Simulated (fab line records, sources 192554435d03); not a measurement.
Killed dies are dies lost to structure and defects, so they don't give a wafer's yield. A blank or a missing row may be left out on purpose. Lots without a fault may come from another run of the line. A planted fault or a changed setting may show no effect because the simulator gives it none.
Chamber matching | flow n5_finfet | N5_HKMG_FIN_ETCH_31 on rie_diel-01: 4 sister chambers
The step etches SiARC in CF4, target depth 45.5 nm, time 75.8 s. 20 wafers are shown with their chamber, then 10 later ones without.

WAFERS WITH THEIR CHAMBER
wafer  | chamber | throttle_valve_pct (%) | drypump_motor_current_A (A) | oes_product_au (a.u.)
L076.1 | 2       | 15.09                  | 5.7                         | 0.79
L076.2 | 1       | 16.01                  | 5.5                         | 0.61
L076.3 | 0       | 15.87                  | 5.2                         | 0.57
L076.4 | 3       | 15.75                  | 6.4                         | 0.60
L076.5 | 2       | 15.08                  | 5.7                         | 0.79
L076.6 | 3       | 15.76                  | 6.4                         | 0.59
L077.1 | 1       | 16.01                  | 5.6                         | 0.61
L077.2 | 2       | 15.10                  | 5.7                         | 0.79
L077.3 | 0       | 15.88                  | 5.2                         | 0.57
L077.4 | 3       | 15.75                  | 6.4                         | 0.59
L077.5 | 1       | 16.00                  | 5.5                         | 0.62
L077.6 | 0       | 15.89                  | 5.1                         | 0.58
L083.1 | 0       | 15.90                  | 5.2                         | 0.56
L083.2 | 2       | 15.12                  | 5.7                         | 0.77
L083.3 | 1       | 16.05                  | 5.5                         | 0.60
L083.4 | 2       | 15.12                  | 5.8                         | 0.76
L083.5 | 1       | 16.05                  | 5.5                         | 0.60
L083.6 | 0       | 15.89                  | 5.2                         | 0.56
L087.3 | 2       | 15.14                  | 5.8                         | 0.75
L087.5 | 1       | 16.07                  | 5.5                         | 0.60

SIGNATURES (means of the wafers above)
reading                 | chamber 0 | chamber 1 | chamber 2 | chamber 3 | scatter within a chamber
throttle_valve_pct      | 15.8860   | 16.0317   | 15.1083   | 15.7533   | 0.0211
drypump_motor_current_A | 5.180     | 5.517     | 5.733     | 6.400     | 0.0431
oes_product_au          | 0.5680    | 0.6067    | 0.7750    | 0.5933    | 0.0118
Rule: a wafer's distance from a chamber is the root of the sum, over the readings, of the square of ((its reading less the chamber's mean) divided by the reading's scatter). The wafer belongs to the nearest chamber; if the next one is less than 2 further off, it can't be placed. The scatter: the root of (the sum of the squares of (reading less its chamber's mean) over the shown wafers, divided by (wafers less chambers)).

WAFERS WITHOUT THEIR CHAMBER
wafer  | throttle_valve_pct (%) | drypump_motor_current_A (A) | oes_product_au (a.u.)
L087.6 | 15.13                  | 5.8                         | 0.76
L089.3 | 15.32                  | 6.4                         | 0.84
L089.5 | 15.16                  | 5.7                         | 0.75
L089.6 | 15.31                  | 6.4                         | 0.84
L093.1 | 16.08                  | 5.5                         | 0.58
L093.2 | 15.18                  | 5.8                         | 0.73
L093.3 | 15.34                  | 6.4                         | 0.80
L093.4 | 15.38                  | 5.2                         | 0.86
L093.5 | 15.38                  | 5.2                         | 0.85
L093.6 | 15.33                  | 6.4                         | 0.81

WHICH CHAMBER EACH WENT THROUGH
wafer  | from the rows above | in truth
L087.6 | 2                   | 2
L089.3 | 2                   | 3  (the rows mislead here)
L089.5 | 2                   | 2
L089.6 | 2                   | 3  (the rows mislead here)
L093.1 | 1                   | 1
L093.2 | 2                   | 2
L093.3 | 2                   | 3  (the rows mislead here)
L093.4 | 2                   | 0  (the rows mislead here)
L093.5 | 2                   | 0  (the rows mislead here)
L093.6 | 2                   | 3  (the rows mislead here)
Placed correctly: 4 of 10. Can't be placed from these rows: 0. Placed wrongly: 6.
